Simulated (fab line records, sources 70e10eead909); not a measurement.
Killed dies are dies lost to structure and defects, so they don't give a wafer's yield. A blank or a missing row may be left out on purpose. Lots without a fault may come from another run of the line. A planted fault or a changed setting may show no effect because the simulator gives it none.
A struck lot beside a sound one | flow nand_harc | 12 steps out of a route of 1159
Sound: wafers L595.1, L595.4, L595.5. Struck: wafer L605.6. (L605.2, L605.5 of the same lot were not struck and are left out.) The cause comes at the end.
At each step with rows: each side's tool, then ch and its chambers, then its first start. Under that, the readings that differ: sound wafers | struck wafers | difference of the means | sigmas: that difference in standard deviations of wafers without a fault.
alike: readings whose means differ by less than 2 such deviations, and words and numbers that are the same on both sides. not compared: withheld readings, readings that some wafer has no value for, bounds like >300 that may hide the same value, and numbers for which the record gives no deviation and whose values overlap.
The two part at a step that has a row with sigmas, a row that says differs or no value, or rows on one side only. Numbers that don't overlap but have no deviation are shown without sigmas and don't part them. A reading that every wafer of one side lacks parts them only if that side has two wafers or more.

NHARC_A_WL_FILL_INSPECT_15:
  sound on defect_inspect-02, day 16 01:44; struck on defect_inspect-01, day 18 14:21
  alike: raw_defect_count
NHARC_A_CONTACT_DEP_24: deposits SiO2, target thk 500 nm.
  sound on pecvd-03 ch 1,2, day 16 01:54; struck on pecvd-04 ch 2, day 18 14:32
  alike: flow_sccm, heater_power_w, mfc_precursor_sccm, rf_fwd_power_W, throttle_valve_pct
NHARC_A_CONTACT_DEP_28: deposits aC, target thk 3600 nm.
  sound on acl_dep-01 ch 0, day 16 03:39; struck on acl_dep-01 ch 0, day 18 17:52
  alike: throttle_valve_pct
NHARC_A_CONTACT_DEP_29: deposits SiON, target thk 70 nm.
  sound on pecvd-03 ch 0,2, day 16 05:53; struck on pecvd-04 ch 0, day 18 18:40
  alike: heater_power_w, rf_fwd_power_W
then, 5 steps without rows for these wafers: NHARC_A_CONTACT_DEHYDRATE_32 (time 120 s); NHARC_A_CONTACT_HMDS_33 (time 30 s); NHARC_A_CONTACT_COAT_34 (time 75 s); NHARC_A_CONTACT_COAT_35 (time 65 s); NHARC_A_CONTACT_COAT_36 (resist thk 90 nm).
NHARC_A_CONTACT_SOFTBAKE_37: time 55 s.
  sound on litho_track-04 ch 0, day 16 06:00; struck on litho_track-06 ch 0, day 18 18:00
  reading                  | sound                | struck | difference | sigmas
  heater_power_total_W (W) | 188.43 188.46 188.54 | 249.21 | +60.73     | +99 or more
  alike: chill_plate_temp_C
then, 1 step without rows for these wafers: NHARC_A_CONTACT_EBR_38.
-- the record jumps here: 4 days lie between the struck wafers' starts before and after (it left off in module A_CONTACT and takes up again in module END, whose first step shown is number 1159 of the route) --
NHARC_END_SORT_01:
  the record has rows for the struck wafers here (prober-01 ch 0, day 22 08:41) and none for the sound ones

WHERE THEY PART
First at NHARC_A_CONTACT_SOFTBAKE_37; last, within this record, at NHARC_END_SORT_01.

WHY: what the simulator had put in
Process parameter drift: litho_track-06, from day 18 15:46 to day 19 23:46, at NHARC_A_CONTACT_SOFTBAKE_37. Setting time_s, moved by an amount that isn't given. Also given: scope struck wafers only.
